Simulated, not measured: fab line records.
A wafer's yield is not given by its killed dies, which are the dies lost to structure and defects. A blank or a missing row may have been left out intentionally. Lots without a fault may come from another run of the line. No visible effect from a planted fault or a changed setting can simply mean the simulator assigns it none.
Chamber matching / flow n5-finfet / 4 sister chambers for N5_HKMG_FIN_ALD_79 on ald-metal-03
The step deposits TiN, target thk 1.5 nm, pulse time 1 s, purge time 3 s. 8 wafers are shown with their chamber, then 11 later ones without.

== EACH WAFER AND ITS CHAMBER ==
wafer=L080.4; chamber=0; heater-power-w (W)=919; chamber-pressure-Torr (Torr)=2.997
wafer=L080.5; chamber=0; heater-power-w (W)=930; chamber-pressure-Torr (Torr)=3.001
wafer=L081.2; chamber=1; heater-power-w (W)=816; chamber-pressure-Torr (Torr)=2.999
wafer=L082.4; chamber=1; heater-power-w (W)=805; chamber-pressure-Torr (Torr)=2.994
wafer=L082.6; chamber=2; heater-power-w (W)=932; chamber-pressure-Torr (Torr)=3.004
wafer=L083.4; chamber=3; heater-power-w (W)=785; chamber-pressure-Torr (Torr)=3.000
wafer=L083.5; chamber=2; heater-power-w (W)=913; chamber-pressure-Torr (Torr)=3.008
wafer=L085.3; chamber=3; heater-power-w (W)=778; chamber-pressure-Torr (Torr)=3.000

== WAFERS WHOSE CHAMBER IS MISSING ==
wafer=L085.5; heater-power-w (W)=942; chamber-pressure-Torr (Torr)=3.001
wafer=L085.6; heater-power-w (W)=765; chamber-pressure-Torr (Torr)=3.002
wafer=L087.1; heater-power-w (W)=781; chamber-pressure-Torr (Torr)=2.999
wafer=L087.2; heater-power-w (W)=951; chamber-pressure-Torr (Torr)=3.001
wafer=L087.5; heater-power-w (W)=841; chamber-pressure-Torr (Torr)=2.998
wafer=L088.1; heater-power-w (W)=797; chamber-pressure-Torr (Torr)=2.989
wafer=L088.5; heater-power-w (W)=790; chamber-pressure-Torr (Torr)=2.994
wafer=L088.6; heater-power-w (W)=942; chamber-pressure-Torr (Torr)=3.009
wafer=L097.2; heater-power-w (W)=935; chamber-pressure-Torr (Torr)=2.995
wafer=L097.4; heater-power-w (W)=789; chamber-pressure-Torr (Torr)=3.004
wafer=L097.5; heater-power-w (W)=820; chamber-pressure-Torr (Torr)=3.006

== CHAMBER TAKEN BY EACH ==
wafer=L085.5; from the rows above=can't be placed: 0 or 2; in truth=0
wafer=L085.6; from the rows above=3; in truth=3
wafer=L087.1; from the rows above=3; in truth=3
wafer=L087.2; from the rows above=can't be placed: 0 or 2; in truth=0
wafer=L087.5; from the rows above=1; in truth=1
wafer=L088.1; from the rows above=can't be placed: 1 or 3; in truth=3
wafer=L088.5; from the rows above=can't be placed: 3 or 1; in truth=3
wafer=L088.6; from the rows above=can't be placed: 2 or 0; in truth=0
wafer=L097.2; from the rows above=0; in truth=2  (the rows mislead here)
wafer=L097.4; from the rows above=can't be placed: 3 or 1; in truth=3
wafer=L097.5; from the rows above=can't be placed: 1 or 3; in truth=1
Correct placement for 3 of the 11. Can't be placed from these rows: 7 (the true chamber is among the candidates in 7). 1 placed wrongly.
How it was worked out, from the rows above alone: a wafer's distance from a chamber is the root of the sum, over the readings, of the square of ((its reading less the chamber's mean) divided by the reading's scatter). If the next closest chamber is less than 2 further off than the closest, the wafer can't be placed; otherwise it belongs to the closest. The mean given for a chamber averages the wafers shown for that chamber. The scatter is the square root of a quotient: the sum, over the shown wafers, of each reading's squared deviation from its chamber's mean, divided by wafers minus chambers.
